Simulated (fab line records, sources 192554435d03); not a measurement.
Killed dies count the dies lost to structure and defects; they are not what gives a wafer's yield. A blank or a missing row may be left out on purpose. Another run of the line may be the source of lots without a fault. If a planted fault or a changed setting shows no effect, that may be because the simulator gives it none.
Chamber matching + flow n5 finfet + N5_BEOL_M13_ETCH_67 on rie diel-05 has 4 sister chambers
The step etches SiARC in CF4, target depth 143 nm, time 238.3 s. 20 wafers are shown with their chamber, then 10 later ones without.

WAFERS PAIRED WITH THEIR CHAMBERS
| wafer  | chamber | showerhead plenum p Torr (Torr) | drypump motor current A (A) | throttle valve pct (%) |
|--------|---------|---------------------------------|-----------------------------|------------------------|
| L077.1 | 3       | 2.26                            | 6.12                        | 15.65                  |
| L077.2 | 2       | 2.17                            | 5.60                        | 15.46                  |
| L077.5 | 3       | 2.26                            | 6.15                        | 15.64                  |
| L078.2 | 1       | 2.13                            | 5.74                        | 15.42                  |
| L078.4 | 2       | 2.17                            | 5.57                        | 15.46                  |
| L078.6 | 3       | 2.26                            | 6.12                        | 15.66                  |
| L079.1 | 2       | 2.17                            | 5.58                        | 15.48                  |
| L079.2 | 3       | 2.26                            | 6.15                        | 15.67                  |
| L079.4 | 1       | 2.13                            | 5.73                        | 15.41                  |
| L082.2 | 0       | 2.06                            | 5.83                        | 16.00                  |
| L082.3 | 3       | 2.26                            | 6.14                        | 15.68                  |
| L082.6 | 0       | 2.06                            | 5.82                        | 15.98                  |
| L084.1 | 1       | 2.12                            | 5.74                        | 15.44                  |
| L084.2 | 3       | 2.26                            | 6.11                        | 15.68                  |
| L084.4 | 0       | 2.06                            | 5.84                        | 16.00                  |
| L089.2 | 0       | 2.06                            | 5.83                        | 16.02                  |
| L089.3 | 2       | 2.16                            | 5.55                        | 15.49                  |
| L089.6 | 2       | 2.16                            | 5.58                        | 15.49                  |
| L090.4 | 3       | 2.26                            | 6.13                        | 15.70                  |
| L090.5 | 1       | 2.12                            | 5.71                        | 15.47                  |

SIGNATURES (means of the wafers above)
| reading                  | chamber 0 | chamber 1 | chamber 2 | chamber 3 | scatter within a chamber |
|--------------------------|-----------|-----------|-----------|-----------|--------------------------|
| showerhead plenum p Torr | 2.0600    | 2.1250    | 2.1660    | 2.2600    | 0.00371                  |
| drypump motor current A  | 5.8300    | 5.7300    | 5.5760    | 6.1314    | 0.015                    |
| throttle valve pct       | 16.0000   | 15.4350   | 15.4760   | 15.6686   | 0.0199                   |
Rule: a wafer lies at a distance from a chamber equal to the root of the sum of squares, over the readings, of (its reading less the chamber's mean, divided by the reading's scatter). If the next closest chamber is less than 2 further off than the closest, the wafer can't be placed; otherwise it belongs to the closest. How the scatter is found: for the shown wafers, subtract from each reading the mean of its chamber, square and add these, divide the total by (wafers less chambers), then take the root.

WAFERS WITH NO CHAMBER GIVEN
| wafer  | showerhead plenum p Torr (Torr) | drypump motor current A (A) | throttle valve pct (%) |
|--------|---------------------------------|-----------------------------|------------------------|
| L090.6 | 2.06                            | 5.83                        | 16.02                  |
| L091.1 | 2.05                            | 5.86                        | 16.02                  |
| L091.4 | 2.26                            | 6.08                        | 15.70                  |
| L091.5 | 2.12                            | 5.71                        | 15.47                  |
| L094.4 | 2.16                            | 5.56                        | 15.51                  |
| L094.5 | 2.12                            | 5.70                        | 15.50                  |
| L094.6 | 2.05                            | 5.82                        | 16.04                  |
| L096.1 | 2.16                            | 5.55                        | 15.52                  |
| L096.2 | 2.11                            | 5.75                        | 15.50                  |
| L096.3 | 2.25                            | 6.09                        | 15.73                  |

THE CHAMBER EACH PASSED THROUGH
| wafer  | from the rows above | in truth |
|--------|---------------------|----------|
| L090.6 | 0                   | 0        |
| L091.1 | 0                   | 0        |
| L091.4 | 3                   | 3        |
| L091.5 | 1                   | 1        |
| L094.4 | 2                   | 2        |
| L094.5 | 1                   | 1        |
| L094.6 | 0                   | 0        |
| L096.1 | 2                   | 2        |
| L096.2 | 1                   | 1        |
| L096.3 | 3                   | 3        |
Placed correctly: 10 of 10. Left unplaced by these rows: 0. 0 placed wrongly.
